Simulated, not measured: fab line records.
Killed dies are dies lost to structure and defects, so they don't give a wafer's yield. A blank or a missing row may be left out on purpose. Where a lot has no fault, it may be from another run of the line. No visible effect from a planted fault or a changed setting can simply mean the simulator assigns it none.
fab line records	flow nand-harc
[record] lots = 24	wafers = 72	last-day = 25
route steps=1159 shown P_GATE@189 P_CONTACT@232
lots with no fault: from the same line, run without faults
start-h: hours from the record's first day to the start of the lot's first wafer shown	wait-h: hours from the lot's prior step to this one	" repeats the value in the row above	L1.1+2: one row covering several wafers at once	- no value present, or no start provided	* or withheld: withheld	< > ~ a bound
route shown NAME@n: names a module that has steps shown in the file, with the first one's number in the route	usual: mean and standard deviation over wafers with no fault	same: alike in all rows	chamber/n: place in a boat	sites: readings site by site	_std_site: their standard deviation	_edge_site: mean of outer sites minus mean of inner sites	radius-mm: for every site, how far away it sits from the centre of the wafer	mask NAME#n: copy n	behind: the most recent tool/chamber to have shaped the wafer	hold: cause of the lot's hold/its duration in hours/its outcome	device: whichever transistor did not switch (one of n, p or np)	end of line: the route-end tests of the same wafers	where a step has no rows: the recipe by itself	killed: count of dies lost to structure and defects at first sort (not the wafer's yield)	map: per-die view of a wafer (x killed, . not killed, _ where there is no die)
set.NAME: the setting as run; set.NAME@STEP: as run at that earlier step	model.NAME: the simulator's own value behind a step, which no gauge read
a sample of lots followed through the steps of the route, with each step as a table and each wafer as a row
services: the hour from which a tool's chamber was out of use, counted from the record's first day as start-h (under 0 if before that day), plus the number of hours and why
[[steps]]
[step NHARC_P_GATE_STRIP_112]
[recipe] power-w = 1500	temp-c = 110	time-s = 200	chemistry = N2/H2
[usual] drypump-motor-current-A = 5.7/0.49	heater-power-w = 94/13
[same] time-s = 200
lot.wafer	tool	chamber	start-h	wait-h	drypump-motor-current-A	heater-power-w	rf-hours-counter-h
L075.2	plasma-asher-02	0	112.75	0.2	6.1	80	34
L075.5	"	1	"	"	6.2	90	-
L075.6	"	0	"	"	6.1	81	-
L074.2	plasma-asher-01	0	113.10	0.2	5.7	86	1
L074.4	"	1	"	"	5.0	116	-
L074.3	"	0	"	"	5.7	88	-
L076.2	plasma-asher-02	1	119.17	0.2	6.2	89	36
L076.3	"	1	"	"	6.2	87	-
L076.5	"	0	"	"	6.1	82	-
L077.2	plasma-asher-01	0	119.78	0.2	5.7	86	4
L077.4	"	0	"	"	5.7	86	-
L077.6	"	1	"	"	5.0	113	-
L078.2	plasma-asher-02	1	126.49	0.2	6.2	89	39
L078.3	"	0	"	"	6.1	82	-
L078.4	"	1	"	"	6.3	89	-
L079.1	plasma-asher-01	0	126.91	0.2	5.6	87	7
L079.3	"	1	"	"	4.9	115	-
L079.5	"	1	"	"	5.0	115	-
L080.2	plasma-asher-02	0	141.62	0.2	6.1	82	43
L080.3	"	1	"	"	6.2	88	-
L080.6	"	1	"	"	6.2	88	-
L081.1	plasma-asher-02	1	145.44	0.2	6.3	90	44
L081.3	"	0	"	"	6.1	83	-
L081.5	"	0	"	"	6.1	83	-
L082.1	plasma-asher-01	0	146.31	0.2	5.7	88	12
L082.4	"	1	"	"	5.0	113	-
L082.5	"	0	"	"	5.6	90	-
L083.1	plasma-asher-01	1	159.94	0.2	5.0	119	16
L083.5	"	0	"	"	5.6	87	-
L083.6	"	1	"	"	5.0	115	-
L084.2	plasma-asher-02	1	160.06	0.2	6.2	89	48
L084.1	"	0	"	"	6.1	82	48
L084.3	"	0	"	"	6.1	83	-
L088.2	plasma-asher-02	0	181.24	0.2	6.1	82	56
L088.1	"	1	"	"	6.2	90	56
L088.3	"	0	"	"	6.1	83	-
L085.1	plasma-asher-01	1	181.71	0.2	5.0	116	23
L085.3	"	0	"	"	5.7	89	-
L085.6	"	0	"	"	5.7	87	-
L087.2	plasma-asher-01	0	182.24	0.2	5.6	87	24
L087.1	"	1	"	"	5.0	116	24
L087.4	"	0	"	"	5.6	88	-
L086.2	plasma-asher-01	0	187.59	0.2	5.6	88	27
L086.1	"	1	"	"	5.0	113	27
L086.6	"	0	"	"	5.6	88	-
L089.1	plasma-asher-01	1	196.13	0.2	4.9	115	32
L089.3	"	0	"	"	5.7	87	-
L089.6	"	1	"	"	4.9	114	-
L090.3	plasma-asher-01	1	202.80	0.2	5.0	115	-
L090.4	"	0	"	"	5.6	86	-
L090.6	"	0	"	"	5.6	89	-
L091.3	plasma-asher-01	1	212.91	0.2	5.0	113	-
L091.5	"	1	"	"	5.0	113	-
L091.6	"	0	"	"	5.6	87	-
L093.2	plasma-asher-02	1	213.32	0.2	6.2	90	6
L093.3	"	0	"	"	6.1	81	-
L093.6	"	1	"	"	6.2	91	-
L092.3	plasma-asher-02	1	214.36	0.3	6.2	91	-
L092.5	"	0	"	"	6.1	84	-
L092.6	"	1	"	"	6.2	93	-
L094.1	plasma-asher-02	0	223.78	0.2	6.1	82	9
L094.2	"	1	"	"	6.2	90	9
L094.3	"	0	"	"	6.1	86	-
L095.2	plasma-asher-01	0	230.67	0.2	5.6	87	41
L095.3	"	1	"	"	4.9	116	-
L095.6	"	1	"	"	5.0	113	-
L096.2	plasma-asher-02	1	231.11	0.3	6.2	89	12
L096.1	"	0	"	"	6.1	83	12
L096.3	"	0	"	"	6.1	85	-
L097.2	plasma-asher-02	1	236.92	0.2	6.2	93	15
L097.3	"	1	"	"	6.2	90	-
L097.6	"	1	"	"	6.2	90	-
[step NHARC_P_GATE_RTA_82]
[recipe] temp-c = 450	time-s = 30
[usual] lamp-power-pct = 3.77/0.065	lamp_zone_5_pct = 3.79/0.065	lamp_zone_6_pct = 3.74/0.064	lamp_zone_7_pct = 3.97/0.068	wafer_temp_C_max = 451.8/0.36
[same] time-s = 30
lot.wafer	tool	chamber	start-h	wait-h	lamp-power-pct	lamp_zone_5_pct	lamp_zone_6_pct	lamp_zone_7_pct	wafer_temp_C_max
L075.2	rtp-anneal-01	0	116.90	-	3.69	3.71	3.66	3.89	451.9
L075.5	"	0	"	"	3.69	3.71	3.66	3.88	451.5
L075.6	"	0	"	"	3.69	3.71	3.66	3.89	452.1
L074.2	rtp-anneal-01	0	117.41	-	3.69	3.70	3.66	3.89	452.7
L074.3	"	0	"	"	3.70	3.71	3.66	3.89	452.7
L074.4	"	0	"	"	3.69	3.70	3.66	3.88	452.2
L076.2	rtp-anneal-01	0	123.29	-	3.69	3.70	3.67	3.89	451.8
L076.3	"	0	"	"	3.68	3.71	3.66	3.89	452.2
L076.5	"	0	"	"	3.69	3.70	3.66	3.88	452.2
L077.2	rtp-anneal-02	0	124.19	-	3.82	3.84	3.79	4.02	451.6
L077.4	"	0	"	"	3.83	3.84	3.80	4.03	451.7
L077.6	"	0	"	"	3.83	3.84	3.80	4.02	451.9
L078.2	rtp-anneal-01	0	130.49	-	3.69	3.71	3.67	3.89	451.5
L078.3	"	0	"	"	3.69	3.70	3.66	3.89	452.0
L078.4	"	0	"	"	3.70	3.70	3.66	3.89	451.7
L079.1	rtp-anneal-01	0	131.05	-	3.69	3.71	3.67	3.89	452.1
L079.3	"	0	"	"	3.68	3.70	3.66	3.88	451.4
L079.5	"	0	"	"	3.69	3.71	3.66	3.88	451.4
L080.2	rtp-anneal-02	0	145.77	-	3.83	3.84	3.80	4.02	451.8
L080.3	"	0	"	"	3.83	3.84	3.79	4.03	452.3
L080.6	"	0	"	"	3.83	3.85	3.80	4.03	451.8
L081.1	rtp-anneal-01	0	149.46	-	3.69	3.71	3.66	3.89	451.9
L081.3	"	0	"	"	3.69	3.70	3.66	3.88	451.4
L081.5	"	0	"	"	3.69	3.70	3.66	3.89	451.6
L082.1	rtp-anneal-01	0	150.25	-	3.69	3.71	3.66	3.88	451.5
L082.4	"	0	"	"	3.69	3.71	3.66	3.89	451.5
L082.5	"	0	"	"	3.69	3.70	3.66	3.88	452.0
L083.1	rtp-anneal-02	0	164.03	-	3.83	3.84	3.79	4.03	452.6
L083.5	"	0	"	"	3.82	3.84	3.79	4.03	452.7
L083.6	"	0	"	"	3.83	3.84	3.79	4.02	452.3
L084.1	rtp-anneal-01	0	164.80	-	3.69	3.70	3.66	3.89	452.3
L084.2	"	0	"	"	3.69	3.71	3.66	3.89	451.4
L084.3	"	0	"	"	3.69	3.70	3.67	3.89	452.3
L088.1	rtp-anneal-02	0	185.65	-	3.82	3.84	3.80	4.03	451.8
L088.2	"	0	"	"	3.82	3.84	3.80	4.02	451.5
L088.3	"	0	"	"	3.82	3.83	3.80	4.02	451.6
L085.1	rtp-anneal-02	0	185.91	-	3.83	3.84	3.79	4.03	451.8
L085.3	"	0	"	"	3.82	3.84	3.80	4.03	451.5
L085.6	"	0	"	"	3.82	3.83	3.80	4.03	451.6
L087.1	rtp-anneal-02	0	186.85	-	3.83	3.85	3.80	4.03	451.6
L087.2	"	0	"	"	3.83	3.84	3.79	4.02	452.1
L087.4	"	0	"	"	3.83	3.84	3.79	4.03	451.2
L086.1	rtp-anneal-02	0	191.72	-	3.82	3.84	3.79	4.03	451.6
L086.2	"	0	"	"	3.82	3.83	3.79	4.02	452.1
L086.6	"	0	"	"	3.82	3.84	3.79	4.03	451.7
L089.1	rtp-anneal-02	0	200.19	-	3.83	3.84	3.79	4.02	451.7
L089.3	"	0	"	"	3.83	3.84	3.80	4.03	452.0
L089.6	"	0	"	"	3.82	3.83	3.79	4.02	451.2
L090.3	rtp-anneal-02	0	206.86	-	3.82	3.84	3.79	4.02	451.6
L090.4	"	0	"	"	3.82	3.84	3.79	4.02	452.0
L090.6	"	0	"	"	3.82	3.84	3.79	4.02	452.0
L091.3	rtp-anneal-01	0	216.94	-	3.69	3.70	3.66	3.88	451.2
L091.5	"	0	"	"	3.69	3.71	3.66	3.88	451.3
L091.6	"	0	"	"	3.69	3.71	3.66	3.88	451.9
L093.2	rtp-anneal-02	0	217.45	-	3.83	3.83	3.79	4.02	451.3
L093.3	"	0	"	"	3.82	3.83	3.79	4.02	451.6
L093.6	"	0	"	"	3.82	3.84	3.79	4.02	451.5
L092.3	rtp-anneal-02	0	218.53	-	3.82	3.84	3.79	4.03	452.2
L092.5	"	0	"	"	3.82	3.84	3.80	4.03	451.6
L092.6	"	0	"	"	3.82	3.84	3.79	4.02	451.6
L094.1	rtp-anneal-02	0	228.02	-	3.82	3.85	3.79	4.03	452.0
L094.2	"	0	"	"	3.82	3.84	3.80	4.02	452.7
L094.3	"	0	"	"	3.82	3.84	3.80	4.03	452.2
L095.2	rtp-anneal-02	0	234.78	-	3.83	3.84	3.80	4.03	451.3
L095.3	"	0	"	"	3.83	3.84	3.79	4.02	451.6
L095.6	"	0	"	"	3.82	3.84	3.79	4.03	452.4
L096.1	rtp-anneal-02	0	235.30	-	3.82	3.83	3.80	4.02	452.3
L096.2	"	0	"	"	3.83	3.84	3.79	4.03	451.5
L096.3	"	0	"	"	3.82	3.84	3.79	4.03	451.6
L097.2	rtp-anneal-02	0	241.41	-	3.82	3.85	3.79	4.02	451.6
L097.3	"	0	"	"	3.82	3.84	3.79	4.03	451.4
L097.6	"	0	"	"	3.82	3.84	3.79	4.03	452.1
[step NHARC_P_CONTACT_CD_MEAS_12]
[recipe] target-cd-nm = 90	landing-energy-ev = 500
[usual] cd-nm = 90.2/0.58
lot.wafer	tool	chamber	start-h	wait-h	cd-nm
L075.2	cd-sem-01	0	118.82	-	90.9
L075.5	"	0	"	"	90.4
L075.6	"	0	"	"	90.3
L074.2	cd-sem-02	0	119.44	-	90.6
L074.3	"	0	"	"	89.8
L074.4	"	0	"	"	90.7
L076.2	cd-sem-01	0	125.40	-	89.8
L076.3	"	0	"	"	89.8
L076.5	"	0	"	"	89.3
L077.2	cd-sem-02	0	125.93	-	90.1
L077.4	"	0	"	"	89.4
L077.6	"	0	"	"	90.1
L078.2	cd-sem-03	0	132.14	-	91.0
L078.3	"	0	"	"	90.6
L078.4	"	0	"	"	90.2
L079.1	cd-sem-02	0	132.75	-	90.9
L079.3	"	0	"	"	90.1
L079.5	"	0	"	"	90.0
L080.2	cd-sem-01	0	147.44	-	89.3
L080.3	"	0	"	"	90.4
L080.6	"	0	"	"	89.7
L081.1	cd-sem-03	0	151.15	-	89.6
L081.3	"	0	"	"	90.3
L081.5	"	0	"	"	89.5
L082.1	cd-sem-01	0	152.10	-	91.6
L082.4	"	0	"	"	91.8
L082.5	"	0	"	"	91.4
L083.1	cd-sem-02	0	165.84	-	90.1
L083.5	"	0	"	"	89.9
L083.6	"	0	"	"	90.1
L084.1	cd-sem-01	0	166.48	-	90.6
L084.2	"	0	"	"	89.6
L084.3	"	0	"	"	90.5
L088.1	cd-sem-01	0	187.46	-	90.3
L088.2	"	0	"	"	90.7
L088.3	"	0	"	"	90.4
L085.1	cd-sem-01	0	187.72	-	89.8
L085.3	"	0	"	"	88.4
L085.6	"	0	"	"	89.2
L087.1	cd-sem-02	0	188.66	-	90.1
L087.2	"	0	"	"	90.3
L087.4	"	0	"	"	90.6
L086.1	cd-sem-01	0	193.53	-	89.4
L086.2	"	0	"	"	90.2
L086.6	"	0	"	"	89.7
L089.1	cd-sem-03	0	202.38	-	89.7
L089.3	"	0	"	"	89.9
L089.6	"	0	"	"	89.1
L090.3	cd-sem-03	0	209.79	-	90.4
L090.4	"	0	"	"	90.3
L090.6	"	0	"	"	90.4
L091.3	cd-sem-02	0	218.70	-	89.9
L091.5	"	0	"	"	90.2
L091.6	"	0	"	"	90.2
L093.2	cd-sem-02	0	219.25	-	90.0
L093.3	"	0	"	"	90.4
L093.6	"	0	"	"	89.4
L092.3	cd-sem-03	0	220.30	-	90.6
L092.5	"	0	"	"	90.6
L092.6	"	0	"	"	90.8
L094.1	cd-sem-02	0	229.84	-	90.5
L094.2	"	0	"	"	90.8
L094.3	"	0	"	"	89.7
L095.2	cd-sem-01	0	236.58	-	90.1
L095.3	"	0	"	"	90.5
L095.6	"	0	"	"	90.4
L096.1	cd-sem-03	0	237.12	-	90.0
L096.2	"	0	"	"	90.1
L096.3	"	0	"	"	90.0
L097.2	cd-sem-02	0	243.33	-	89.3
L097.3	"	0	"	"	89.6
L097.6	"	0	"	"	89.4
[step NHARC_P_CONTACT_OVL_MEAS_13]
[usual] overlay-x-nm = 0.1/0.97	overlay-y-nm = -0.3/0.84
lot.wafer	tool	chamber	start-h	wait-h	overlay-x-nm	overlay-y-nm
L075.2	overlay-01	-	118.91	-	-1.2	-0.8
L075.5	"	-	"	"	-1.1	-0.8
L075.6	"	-	"	"	-0.4	-0.2
L074.2	overlay-01	-	119.53	-	-0.1	-1.3
L074.3	"	-	"	"	-0.5	-1.4
L074.4	"	-	"	"	0.1	-1.5
L076.2	overlay-02	-	125.49	-	0.3	0.0
L076.3	"	-	"	"	0.1	-0.2
L076.5	"	-	"	"	0.0	-0.4
L077.2	overlay-01	-	126.01	-	0.9	0.2
L077.4	"	-	"	"	0.8	0.2
L077.6	"	-	"	"	0.8	0.1
L078.2	overlay-01	-	132.23	-	0.3	-0.8
L078.3	"	-	"	"	0.3	-0.4
L078.4	"	-	"	"	0.1	-0.7
L079.1	overlay-02	-	132.83	-	1.1	-0.6
L079.3	"	-	"	"	0.5	0.2
L079.5	"	-	"	"	0.6	0.0
L080.2	overlay-01	-	147.53	-	1.8	0.0
L080.3	"	-	"	"	1.7	0.1
L080.6	"	-	"	"	2.2	0.2
L081.1	overlay-02	-	151.24	-	-1.6	-1.2
L081.3	"	-	"	"	-1.8	-0.6
L081.5	"	-	"	"	-1.2	-0.4
L082.1	overlay-01	-	152.19	-	-0.9	-0.2
L082.4	"	-	"	"	0.4	-0.1
L082.5	"	-	"	"	-0.4	-0.5
L083.1	overlay-01	-	165.93	-	0.3	0.7
L083.5	"	-	"	"	0.7	0.6
L083.6	"	-	"	"	-0.2	0.6
L084.1	overlay-01	-	166.57	-	-0.7	0.8
L084.2	"	-	"	"	-0.1	0.0
L084.3	"	-	"	"	-0.7	0.1
L088.1	overlay-01	-	187.55	-	-0.8	0.1
L088.2	"	-	"	"	-1.0	-0.2
L088.3	"	-	"	"	-1.3	0.4
L085.1	overlay-01	-	187.81	-	-0.1	-1.3
L085.3	"	-	"	"	-0.1	-0.9
L085.6	"	-	"	"	-0.4	-0.8
L087.1	overlay-02	-	188.75	-	0.9	-0.5
L087.2	"	-	"	"	1.1	-0.4
L087.4	"	-	"	"	0.7	-0.9
L086.1	overlay-02	-	193.61	-	0.7	1.5
L086.2	"	-	"	"	1.1	1.8
L086.6	"	-	"	"	0.7	1.3
L089.1	overlay-02	-	202.47	-	0.9	-0.7
L089.3	"	-	"	"	1.0	-1.7
L089.6	"	-	"	"	1.0	-1.2
L090.3	overlay-01	-	209.87	-	-0.6	0.2
L090.4	"	-	"	"	-1.1	0.3
L090.6	"	-	"	"	-0.1	-0.4
L091.3	overlay-02	-	218.78	-	-0.5	-0.5
L091.5	"	-	"	"	-0.8	-0.8
L091.6	"	-	"	"	-1.2	-0.3
L093.2	overlay-02	-	219.34	-	0.1	0.0
L093.3	"	-	"	"	0.0	-0.6
L093.6	"	-	"	"	-0.1	0.1
L092.3	overlay-02	-	220.38	-	-0.9	-1.1
L092.5	"	-	"	"	-1.2	-0.1
L092.6	"	-	"	"	-1.3	-0.6
L094.1	overlay-02	-	229.93	-	-0.2	-1.8
L094.2	"	-	"	"	0.1	-1.7
L094.3	"	-	"	"	-0.2	-1.4
L095.2	overlay-01	-	236.66	-	0.2	1.7
L095.3	"	-	"	"	0.2	1.2
L095.6	"	-	"	"	0.4	1.5
L096.1	overlay-01	-	237.21	-	0.0	0.2
L096.2	"	-	"	"	-0.1	-0.2
L096.3	"	-	"	"	0.3	0.2
L097.2	overlay-01	-	243.41	-	2.8	-1.5
L097.3	"	-	"	"	1.8	-1.4
L097.6	"	-	"	"	2.0	-1.0
[step NHARC_P_CONTACT_INSPECT_14]
[usual] raw-defect-count = 3.8/2.6
lot.wafer	tool	chamber	start-h	wait-h	raw-defect-count
L075.2	defect-inspect-01	-	118.94	0.0	7
L075.5	"	-	"	"	2
L075.6	"	-	"	"	2
L074.2	defect-inspect-01	-	119.56	0.0	0
L074.3	"	-	"	"	3
L074.4	"	-	"	"	6
L076.2	defect-inspect-01	-	125.52	0.0	11
L076.3	"	-	"	"	9
L076.5	"	-	"	"	2
L077.2	defect-inspect-01	-	126.05	0.0	4
L077.4	"	-	"	"	7
L077.6	"	-	"	"	2
L078.2	defect-inspect-02	-	132.27	0.0	3
L078.3	"	-	"	"	5
L078.4	"	-	"	"	3
L079.1	defect-inspect-01	-	132.87	0.0	4
L079.3	"	-	"	"	5
L079.5	"	-	"	"	5
L080.2	defect-inspect-01	-	147.56	0.0	3
L080.3	"	-	"	"	2
L080.6	"	-	"	"	2
L081.1	defect-inspect-02	-	151.27	0.0	2
L081.3	"	-	"	"	5
L081.5	"	-	"	"	5
L082.1	defect-inspect-02	-	152.23	0.0	4
L082.4	"	-	"	"	3
L082.5	"	-	"	"	6
L083.1	defect-inspect-02	-	165.96	0.0	1
L083.5	"	-	"	"	9
L083.6	"	-	"	"	3
L084.1	defect-inspect-02	-	166.60	0.0	10
L084.2	"	-	"	"	7
L084.3	"	-	"	"	7
L088.1	defect-inspect-02	-	187.58	0.0	5
L088.2	"	-	"	"	2
L088.3	"	-	"	"	1
L085.1	defect-inspect-01	-	187.85	0.0	4
L085.3	"	-	"	"	3
L085.6	"	-	"	"	2
L087.1	defect-inspect-01	-	188.78	0.0	7
L087.2	"	-	"	"	2
L087.4	"	-	"	"	5
L086.1	defect-inspect-02	-	193.65	0.0	3
L086.2	"	-	"	"	4
L086.6	"	-	"	"	3
L089.1	defect-inspect-02	-	202.51	0.0	5
L089.3	"	-	"	"	1
L089.6	"	-	"	"	1
L090.3	defect-inspect-02	-	209.91	0.0	8
L090.4	"	-	"	"	5
L090.6	"	-	"	"	6
L091.3	defect-inspect-01	-	218.82	0.0	2
L091.5	"	-	"	"	3
L091.6	"	-	"	"	2
L093.2	defect-inspect-01	-	219.37	0.0	1
L093.3	"	-	"	"	2
L093.6	"	-	"	"	3
L092.3	defect-inspect-01	-	220.42	0.0	2
L092.5	"	-	"	"	4
L092.6	"	-	"	"	1
L094.1	defect-inspect-02	-	229.96	0.0	1
L094.2	"	-	"	"	4
L094.3	"	-	"	"	3
L095.2	defect-inspect-02	-	236.70	0.0	8
L095.3	"	-	"	"	3
L095.6	"	-	"	"	5
L096.1	defect-inspect-01	-	237.24	0.0	2
L096.2	"	-	"	"	2
L096.3	"	-	"	"	6
L097.2	defect-inspect-01	-	243.45	0.0	1
L097.3	"	-	"	"	1
L097.6	"	-	"	"	3
[step NHARC_P_CONTACT_CMP_24]
[recipe] t-overpolish-s = 30	target-thk-nm = 200
[usual] motor-current-A = 12.3/1.5	overpolish-run-s = 30.000/0.0095	slurry-filter-dp-kPa = 13.48/0.13	time-to-endpoint-s = 39.5/2.3
lot.wafer	tool	chamber	start-h	wait-h	motor-current-A	overpolish-run-s	slurry-filter-dp-kPa	time-to-endpoint-s
L075.2	cmp-01	3	125.90	0.6	13.9	30.002	13.46	34.3
L075.6	"	2	"	"	11.4	29.988	13.51	34.5
L075.5	"	3	"	"	13.2	30.011	13.69	38.3
L074.3	cmp-04	1	130.28	0.3	12.0	30.004	13.49	36.2
L074.4	"	2	"	"	14.2	30.005	13.30	38.0
L074.2	"	0	"	"	9.8	29.994	13.50	35.9
L076.3	cmp-04	3	130.87	0.4	14.9	30.019	13.58	37.1
L076.2	"	0	"	"	10.4	29.998	13.45	38.4
L076.5	"	3	"	"	14.3	29.991	13.48	37.5
L077.4	cmp-04	2	131.89	0.4	14.3	30.000	13.45	39.7
L077.2	"	3	"	"	14.9	30.000	13.26	40.6
L077.6	"	1	"	"	12.1	30.006	13.19	40.3
L078.3	cmp-01	2	136.40	0.3	11.4	30.004	13.33	36.7
L078.2	"	0	"	"	11.5	29.995	13.52	38.3
L078.4	"	1	"	"	12.5	29.981	13.28	38.4
L079.3	cmp-04	1	136.96	0.3	12.5	29.991	13.42	39.5
L079.1	"	2	"	"	14.5	30.010	13.27	39.2
L079.5	"	0	"	"	11.0	29.987	13.43	41.2
L080.3	cmp-03	3	150.36	0.4	14.6	29.981	13.54	39.1
L080.2	"	0	"	"	12.2	29.995	13.59	35.1
L080.6	"	1	"	"	11.6	29.992	13.55	38.5
L081.1	cmp-04	3	157.35	0.6	14.3	30.005	13.45	38.4
L081.3	"	2	"	"	14.6	30.002	13.47	33.1
L081.5	"	0	"	"	10.0	30.000	13.52	35.1
L082.4	cmp-01	3	159.41	0.4	12.8	30.000	13.46	40.1
L082.1	"	1	"	"	11.9	30.003	13.38	43.7
L082.5	"	2	"	"	10.9	29.985	13.44	36.9
L083.1	cmp-04	3	177.10	0.5	14.7	29.990	13.57	39.6
L083.6	"	3	"	"	14.6	30.007	13.32	38.8
L083.5	"	0	"	"	10.7	30.006	13.69	40.6
L084.1	cmp-03	2	177.64	0.5	10.0	30.002	13.35	39.6
L084.3	"	3	"	"	14.0	29.999	13.36	38.2
L084.2	"	1	"	"	12.3	30.001	13.45	39.8
L088.2	cmp-03	1	194.06	0.6	11.8	29.999	13.49	43.8
L088.3	"	2	"	"	9.9	29.989	13.61	42.1
L088.1	"	3	"	"	14.4	30.005	13.45	39.4
L085.3	cmp-01	3	194.59	0.3	13.1	29.985	13.52	43.7
L085.1	"	1	"	"	11.8	30.010	13.51	41.2
L085.6	"	3	"	"	13.8	30.003	13.58	41.0
L087.4	cmp-03	3	195.04	0.4	14.8	30.002	13.39	41.4
L087.1	"	0	"	"	13.1	30.000	13.61	37.9
L087.2	"	1	"	"	11.7	30.010	13.52	42.5
L086.2	cmp-04	0	196.79	0.6	10.5	29.985	13.34	39.8
L086.1	"	1	"	"	12.1	30.024	13.59	38.5
L086.6	"	0	"	"	10.4	30.006	13.44	37.4
L089.1	cmp-03	1	205.73	0.5	12.1	30.003	13.39	40.9
L089.3	"	0	"	"	12.7	30.007	13.34	41.6
L089.6	"	2	"	"	10.4	30.002	13.31	44.5
L090.4	cmp-01	1	221.29	0.3	12.1	30.000	13.23	39.6
L090.3	"	3	"	"	12.8	30.001	13.53	39.0
L090.6	"	0	"	"	11.4	29.995	13.43	36.6
L091.3	cmp-03	0	231.47	0.4	12.5	29.992	13.53	41.6
L091.6	"	0	"	"	12.6	29.988	13.53	38.3
L091.5	"	1	"	"	12.4	29.984	13.41	39.6
L093.2	cmp-03	3	232.01	0.6	13.8	29.990	13.35	42.0
L093.3	"	0	"	"	12.5	30.013	13.28	40.2
L093.6	"	0	"	"	12.6	30.001	13.44	40.4
L092.3	cmp-03	1	232.63	0.4	11.9	30.000	13.62	40.5
L092.6	"	2	"	"	9.8	30.006	13.29	41.7
L092.5	"	3	"	"	14.7	30.017	13.38	40.0
L094.2	cmp-01	2	233.05	0.6	11.8	29.993	13.70	42.7
L094.3	"	3	"	"	13.6	30.006	13.58	37.1
L094.1	"	1	"	"	12.4	29.986	13.74	39.2
L095.3	cmp-01	0	239.43	0.4	10.8	29.998	13.52	38.7
L095.2	"	2	"	"	11.3	29.986	13.48	37.9
L095.6	"	1	"	"	11.9	29.996	13.52	38.1
L096.1	cmp-01	0	240.02	0.5	11.2	29.988	13.32	40.2
L096.2	"	1	"	"	12.4	29.994	13.44	41.5
L096.3	"	2	"	"	10.6	29.985	13.56	40.3
L097.2	cmp-03	3	246.73	0.5	15.2	30.009	13.65	41.9
L097.3	"	2	"	"	10.6	30.000	13.39	45.2
L097.6	"	3	"	"	14.2	30.005	13.53	42.3
[[services]]
tool	chamber	start-h	hours	kind
cmp-03	-	91.02	17.8	repair
plasma-asher-01	-	99.00	9.0	pm
plasma-asher-01	0	99.00	9.0	vent-cycle
plasma-asher-01	1	99.00	9.0	vent-cycle
cmp-01	-	100.10	0.4	repair
cmp-04	-	106.92	4.0	pm
plasma-asher-01	-	110.03	0.9	repair
cmp-04	-	112.97	2.6	repair
cmp-03	-	113.02	1.4	repair
cmp-04	-	116.00	7.7	repair
plasma-asher-02	-	116.86	1.7	repair
cmp-01	-	154.72	0.6	repair
cmp-03	-	156.03	4.0	pm
cmp-01	-	167.40	0.4	repair
cmp-01	-	179.53	4.0	pm
cmp-01	-	183.65	0.4	repair
plasma-asher-02	-	183.76	9.0	pm
cmp-04	-	204.92	4.0	pm
cmp-04	-	214.14	1.1	repair
plasma-asher-02	-	217.51	1.1	repair
cmp-03	-	217.69	2.1	repair
cmp-01	-	223.69	0.3	repair
cmp-04	-	234.07	1.8	repair
cmp-01	-	234.29	1.7	repair
[[key]]
fault none
